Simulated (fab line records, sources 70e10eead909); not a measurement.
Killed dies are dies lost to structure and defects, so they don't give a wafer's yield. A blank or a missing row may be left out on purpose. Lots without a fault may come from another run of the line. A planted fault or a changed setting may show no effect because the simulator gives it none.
Which tool did it? | flow nand_harc | 15 lots, 45 wafers sampled, at 2 steps of a route of 1302

WHAT THE GAUGES READ, wafer by wafer
NHARC_P_GATE_CD_MEAS_26: target cd 120 nm.
lot  | measured     | on        | cd_nm (nm)
L367 | day 5 01:46  | cd_sem-01 | 119.5 119.5 119.8
L369 | day 5 15:40  | cd_sem-01 | 120.2 120.6 119.8
L370 | day 6 02:14  | cd_sem-02 | 119.1 118.7 119.4
L372 | day 6 23:37  | cd_sem-02 | 119.6 120.2 119.3
L373 | day 7 10:23  | cd_sem-03 | 119.5 119.9 119.7
L375 | day 8 22:03  | cd_sem-02 | 120.5 120.4 121.3
L376 | day 9 00:52  | cd_sem-01 | 119.5 120.0 119.4
L377 | day 9 01:31  | cd_sem-01 | 120.0 120.2 120.3
L378 | day 9 15:49  | cd_sem-02 | 120.1 119.2 119.6
L380 | day 10 16:46 | cd_sem-03 | 120.1 120.4 121.3
L384 | day 12 02:13 | cd_sem-03 | 119.6 119.6 119.4
L386 | day 12 18:05 | cd_sem-01 | 120.0 119.6 120.2
L385 | day 12 18:24 | cd_sem-03 | 119.6 120.1 119.6
L390 | day 14 09:49 | cd_sem-01 | 119.7 120.3 119.2
L389 | day 14 10:26 | cd_sem-03 | 120.2 119.3 120.0

NHARC_P_GATE_INSPECT_28.
lot  | measured     | on                | raw_defect_count
L367 | day 5 01:53  | defect_inspect-01 | 8 8 7
L369 | day 5 15:47  | defect_inspect-02 | 3 7 10
L370 | day 6 02:22  | defect_inspect-02 | 7 5 11
L372 | day 6 23:44  | defect_inspect-01 | 8 6 8
L373 | day 7 10:30  | defect_inspect-02 | 5 3 2
L375 | day 8 22:11  | defect_inspect-01 | 6 3 2
L376 | day 9 00:59  | defect_inspect-02 | 3 6 4
L377 | day 9 01:38  | defect_inspect-02 | 4 8 5
L378 | day 9 15:56  | defect_inspect-01 | 5 7 6
L380 | day 10 16:53 | defect_inspect-02 | 9 7 1
L384 | day 12 02:20 | defect_inspect-02 | 10 6 4
L386 | day 12 18:13 | defect_inspect-01 | 6 8 5
L385 | day 12 18:31 | defect_inspect-02 | 6 9 1
L390 | day 14 09:56 | defect_inspect-01 | 10 9 6
L389 | day 14 10:34 | defect_inspect-01 | 10 5 9

WHICH TOOL RAN EACH LOT (tool, then ch and the chambers of the sampled wafers, then the start)
The record holds no process step before these readings.

WHAT THE TOOLS THEMSELVES READ (means of the sampled wafers that have a number; where no wafer has one, the mark that the record gives instead)
The record holds no such reading with a usual standard deviation.

THE ANSWER, worked out from the rows above alone
Rule: what is usual is taken from the lots themselves. Put in order of their means at a reading, lots are off if they are a third of the lots or fewer, leave a main group of 4 or more, and stand apart from it by a gap of 3 or more times the standard deviation of the main group's means; of several such gaps the widest counts. A main group whose means are all the same, to the digits that the tables above print for the reading, isn't used. A lot without any number at a reading at which 4 lots or more have one is off too. The other lots that the step has rows for count as sound. The gauges are gone through in route order, then the tools' own readings, and for those a lot's mean is taken as printed above. The first step at which some lot is off is used, and at that step the reading that is off furthest; a lot without a number counts as furthest.
No lot is off at any reading shown: from this, nothing can be told.

WHAT THE SIMULATOR HAD PUT IN
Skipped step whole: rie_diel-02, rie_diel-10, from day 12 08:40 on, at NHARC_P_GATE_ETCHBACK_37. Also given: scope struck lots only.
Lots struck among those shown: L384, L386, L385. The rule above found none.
